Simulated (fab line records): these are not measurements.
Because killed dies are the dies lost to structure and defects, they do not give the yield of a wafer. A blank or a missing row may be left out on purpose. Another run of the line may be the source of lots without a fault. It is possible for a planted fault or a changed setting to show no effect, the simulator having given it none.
Chamber matching | flow n5_finfet | N5_BEOL_M5_ETCH_68 on rie_diel-01: 4 sister chambers
The step etches SOC in N2/H2, target depth 80 nm, overetch 16 nm, time 120 s. 8 wafers are shown with their chamber, then 9 later ones without.

## WAFERS, EACH WITH ITS CHAMBER
wafer  | chamber | showerhead_plenum_p_Torr (Torr) | throttle_valve_pct (%)
L077.5 | 2       | 2.63                            | 17.84
L080.3 | 0       | 2.59                            | 17.59
L083.4 | 3       | 2.43                            | 17.96
L083.5 | 1       | 2.44                            | 18.24
L083.6 | 2       | 2.62                            | 17.84
L085.4 | 3       | 2.43                            | 17.98
L085.5 | 0       | 2.59                            | 17.61
L085.6 | 1       | 2.44                            | 18.25

## WAFERS WITH NO CHAMBER GIVEN
wafer  | showerhead_plenum_p_Torr (Torr) | throttle_valve_pct (%)
L087.2 | 2.43                            | 17.98
L087.3 | 2.58                            | 17.61
L087.6 | 2.43                            | 17.98
L091.2 | 2.58                            | 17.62
L091.4 | 2.43                            | 18.26
L091.5 | 2.62                            | 17.87
L095.1 | 2.58                            | 17.62
L095.3 | 2.43                            | 18.29
L095.5 | 2.61                            | 17.87

## WHICH CHAMBER EACH ONE RAN IN
wafer  | from the rows above | in truth
L087.2 | 3                   | 3
L087.3 | 0                   | 0
L087.6 | 3                   | 3
L091.2 | 0                   | 0
L091.4 | 1                   | 1
L091.5 | 2                   | 2
L095.1 | 0                   | 0
L095.3 | 1                   | 1
L095.5 | 2                   | 2
Placed correctly: 9 of 9. From these rows, 0 cannot be placed. Number placed wrongly: 0.
How it was worked out, from the rows above alone: a wafer's distance from a chamber is the root of the sum, over the readings, of the square of ((its reading less the chamber's mean) divided by the reading's scatter). The wafer belongs to the nearest chamber; if the next one is less than 2 further off, it can't be placed. For every chamber, the mean is computed from those of its wafers that are shown. The scatter: take each reading less its chamber's mean, square it, sum over the shown wafers, divide by the number of wafers less the number of chambers, and take the root.
